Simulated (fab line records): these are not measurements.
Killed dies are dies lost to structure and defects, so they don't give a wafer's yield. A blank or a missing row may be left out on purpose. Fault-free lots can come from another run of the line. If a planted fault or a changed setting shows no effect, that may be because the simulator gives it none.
Struck lot and sound lot, side by side | flow nand harc | 40 steps out of a route of 1302
Sound: these wafers, L714.1, L714.4, L714.5. Struck: wafer L710.6 (L710.2, L710.4, from the same lot, were not struck and are left out); the cause is given at the end.
Per side, at each step with rows, come the tool, then ch with its chambers, and then its first start. Under that, the readings that differ: sound wafers | struck wafers | difference of the means | sigmas: that difference in standard deviations of wafers without a fault.
alike: readings whose means differ by less than 2 such deviations, and words and numbers that are the same on both sides. not compared: withheld readings, readings that some wafer has no value for, bounds like >300 that may hide the same value, and numbers for which the record gives no deviation and whose values overlap.
A row with sigmas, a row that says differs or no value, or rows on one side alone: a step with any of these is where the two part. When numbers do not overlap yet have no deviation, they are printed without sigmas and do not part them. Lack of a reading on every wafer of one side parts them only where that side has two or more wafers.

first, 4 steps without rows for these wafers: NHARC_A_BONDPAD_HARDBAKE_10 (time 65 s); NHARC_A_BONDPAD_DESCUM_11 (chemistry O2, time 3 s); NHARC_A_BONDPAD_ETCH_34 (etches the open film in N2/H2, target depth 60 nm, overetch 18 nm, time 65.91 s); NHARC_A_BONDPAD_ETCH_12 (etches the open film in CHF3/O2, target depth 220 nm, time 110 s).
NHARC_A_BONDPAD_CD_MEAS_13:
  sound: cd sem-02 at day 27 07:32; struck: cd sem-02 at day 27 20:19
  alike: cd nm
NHARC_A_BONDPAD_STRIP_15: strips in O2.
  sound on rie diel-04 ch 0,3, day 27 07:38; struck on rie diel-07 ch 1, day 27 20:26
  alike: drypump motor current A, oes product au, rf vpp V, showerhead plenum p Torr, throttle valve pct
  not compared: rf hours counter h
NHARC_A_BONDPAD_ETCH_24: etches the open film in CF4/N2, target depth 30 nm, time 72.99 s.
  sound on rie diel-04 ch 0,1,3; struck on rie diel-07 ch 1, day 27 20:34
  alike: drypump motor current A, oes product au, rf vpp V, showerhead plenum p Torr, throttle valve pct
  not compared: rf hours counter h
then, 2 steps without rows for these wafers: NHARC_A_BONDPAD_STRIP_16 (strips in post etch residue remover, time 600 s); NHARC_A_BONDPAD_DEGAS_25 (time 60 s).
NHARC_A_BONDPAD_PRE_CLEAN_26: time 30 s.
  sound on pvd sputter-02; struck on pvd sputter-03
  reading            | sound       | struck | difference | sigmas
  heater power w (W) | 403 393 393 | 471    | +75        | +2
  alike: susceptor temp C
then, 2 steps without rows for these wafers: NHARC_A_BONDPAD_PVD_17 (deposits TaN, target thk 5 nm, time 8.06 s); NHARC_A_BONDPAD_PVD_27 (deposits Cu, target thk 30 nm, time 20.49 s).
NHARC_A_BONDPAD_ECD_18: material Cu, target thk 400 nm.
  sound on ecd cu-01 ch 0, day 27 08:32; struck on ecd cu-02 ch 0, day 27 21:23
then, 1 step without rows for these wafers: NHARC_A_BONDPAD_ANNEAL_28 (time 90 s).
NHARC_A_BONDPAD_CMP_19: polishes, t overpolish 30 s, cu recess touch 16 s, target thk 169.82 nm.
  sound on cmp-04 ch 0,2,3, day 27 09:19; struck on cmp-03 ch 1, day 27 22:06
  alike: motor current A, overpolish run s
then, 1 step without rows for these wafers: NHARC_A_BONDPAD_SRD_21 (time 30 s, dry time 20 s).
NHARC_A_BONDPAD_INSPECT_23:
  sound: defect inspect-01 at day 27 09:47; struck: defect inspect-02 at day 27 22:39
  alike: raw defect count
then, 5 steps without rows for these wafers: NHARC_HYBRID_BOND_ACTIVATE_00 (chemistry N2, time 60 s); NHARC_HYBRID_BOND_PRECLEAN_01 (cleans in DIW, time 300 s); NHARC_HYBRID_BOND_SRD_02 (time 30 s, dry time 20 s); NHARC_HYBRID_BOND_BOND_03; NHARC_HYBRID_BOND_ANNEAL_04 (time 7200 s).
NHARC_HYBRID_BOND_OVL_MEAS_05:
  sound wafers here have rows in the record (overlay-02, day 27 19:23); struck ones have none
NHARC_HYBRID_BOND_INSPECT_06: inspects for defects (ir void).
  sound wafers here have rows in the record (defect inspect-02, day 27 19:26); struck ones have none
NHARC_THIN_TSV_GRIND_00:
  the record has rows for the sound wafers here (grinder-01 ch 0, day 27 19:35) and none for the struck ones
then, 1 step without rows for these wafers: NHARC_THIN_TSV_CMP_01 (polishes).
NHARC_THIN_TSV_THK_MEAS_02: measures by ir.
  sound wafers here have rows in the record (film metro-01, day 27 21:04); struck ones have none
then, 12 steps without rows for these wafers: NHARC_THIN_TSV_SRD_03; NHARC_THIN_TSV_PRECLEAN_41 (cleans in SC1); NHARC_THIN_TSV_SRD_42; NHARC_THIN_TSV_DEP_43 (deposits SiO2, target thk 1328.5 nm); NHARC_THIN_TSV_DEHYDRATE_04 (time 120 s); NHARC_THIN_TSV_HMDS_05 (time 30 s); NHARC_THIN_TSV_COAT_06; NHARC_THIN_TSV_SOFTBAKE_07 (time 95 s); NHARC_THIN_TSV_EBR_08; NHARC_THIN_TSV_EXPOSE_09 (exposes mask TSV); NHARC_THIN_TSV_PEB_10 (peb time 85 s); NHARC_THIN_TSV_DEVELOP_11 (time 70 s).
NHARC_END_SORT_01:
  here the record holds rows for the struck wafers (prober-02 ch 0, day 29 04:13) but none for the sound ones

== WHERE THEY PART ==
Earliest at NHARC_A_BONDPAD_PRE_CLEAN_26; latest, in this record, at NHARC_END_SORT_01.

WHY: what had been put in by the simulator
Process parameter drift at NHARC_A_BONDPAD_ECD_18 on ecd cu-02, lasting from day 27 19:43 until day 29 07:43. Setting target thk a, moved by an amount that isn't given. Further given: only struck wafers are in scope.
